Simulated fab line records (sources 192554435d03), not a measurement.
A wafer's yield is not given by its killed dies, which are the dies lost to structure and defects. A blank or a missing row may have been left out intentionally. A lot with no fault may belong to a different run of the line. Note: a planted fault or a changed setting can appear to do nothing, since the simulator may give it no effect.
Split-lot trial ; flow n5 finfet ; on a route of 1938 steps: 7 lots, 21 wafers read

ABOUT THE SPLIT
At N5_PASSIVATION_VIA_ETCH_13 (etches SiO2 in CHF3/O2, target depth 660 nm, time 330 s), the setting source w was moved away from the recipe's 650 W on 7 of the 21 wafers read, by -16.0% to +12.0%. The other wafers ran this setting at the recipe's value.

Reading taken at the split's own step.

THE READING
rf vpp V, in V, at N5_PASSIVATION_VIA_ETCH_13 (etches SiO2 in CHF3/O2, target depth 660 nm, time 330 s). On this fab line, fault-free wafers typically give 522 V with a standard deviation of 7.4 V.

wafer;tool, chamber at the split;source w as run, W;against the recipe;rf vpp V, V;against lot-mates on the recipe
L076.3;rie diel-02, 1;728.3;+12.0%;487;-26
L076.4;rie diel-02, 2;650;recipe;514;-
L076.6;rie diel-02, 1;650;recipe;513;-
L080.1;rie diel-06, 1;650;recipe;513;-
L080.3;rie diel-06, 3;650;recipe;535;-
L080.5;rie diel-06, 2;724.3;+11.4%;501;-23
L081.1;rie diel-06, 0;650;recipe;520;-
L081.2;rie diel-06, 2;650;recipe;529;-
L081.4;rie diel-06, 3;650;recipe;534;-
L084.2;rie diel-02, 2;593.3;-8.7%;538;+18
L084.3;rie diel-02, 0;650;recipe;526;-
L084.4;rie diel-02, 1;650;recipe;515;-
L085.1;rie diel-06, 1;585.8;-9.9%;541;+14
L085.2;rie diel-06, 3;650;recipe;533;-
L085.4;rie diel-06, 0;650;recipe;522;-
L093.2;rie diel-06, 2;650;recipe;528;-
L093.3;rie diel-06, 3;585.2;-10.0%;561;+32
L093.5;rie diel-06, 2;650;recipe;529;-
L095.1;rie diel-06, 3;545.9;-16.0%;580;+51
L095.2;rie diel-06, 2;650;recipe;529;-
L095.5;rie diel-06, 3;545.9;-16.0%;582;+53

FIT RESULTS
A straight line over all 21 wafers: rf vpp V changes by -2.98 V for each +1% of source w; r = -0.93; the points scatter about the line by 8.8 V.
The same after taking each lot's own level away (the mean of its wafers on the recipe; 21 wafers): -2.66 V for each +1%; r = -0.94; scatter 7 V.
The reading moves by 43 V for the largest change in source w, on that fit.
Across the lots, their own levels run from 513.5 to 529.0 V, a range of 2.1 times the standard deviation given above.
So the slope is not independent of the lot-to-lot level: the two fits are not the same.
Check: for one of the wafers moved furthest among these (-16.0%), held out of the fit, the line's prediction against its lot-mates is +41 V. Against them it came out at +51 V.
Tool readings at the split's step, against how far the setting was moved: etch rf on time s r = -0.90; rf vpp V r = -0.93.

OTHER SPLITS ON THESE WAFERS
Before the reading, these wafers also passed through other splits. Each is held against what the fit with the lots' levels taken away leaves over:
other split on the same wafers;wafers away from the commonest value;r with rf vpp V (lot level and that fit taken away)
N5_BEOL_M14_COAT_66 spin rpm;8;+0.02
N5_BEOL_M14_EXPOSE_25 dose mj;5;-0.16
N5_BEOL_M15_TRENCH_ETCH_34 bias w;9;+0.19

THE WHOLE CHAIN: every reading that the file lists as answering this split, in the file's order
step;what it does;reading;change (the file's fit);r (the file's)
N5_PASSIVATION_VIA_ETCH_13;etches SiO2 in CHF3/O2, target depth 660 nm, time 330 s;etch rf on time s;withheld for each +1% of the setting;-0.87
N5_PASSIVATION_VIA_ETCH_13;etches SiO2 in CHF3/O2, target depth 660 nm, time 330 s;rf vpp V;-2.5 V for each +1% of the setting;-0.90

THE FILE'S OWN FIT
rf vpp V changes by -2.5 V for each +1% of source w, r = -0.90.
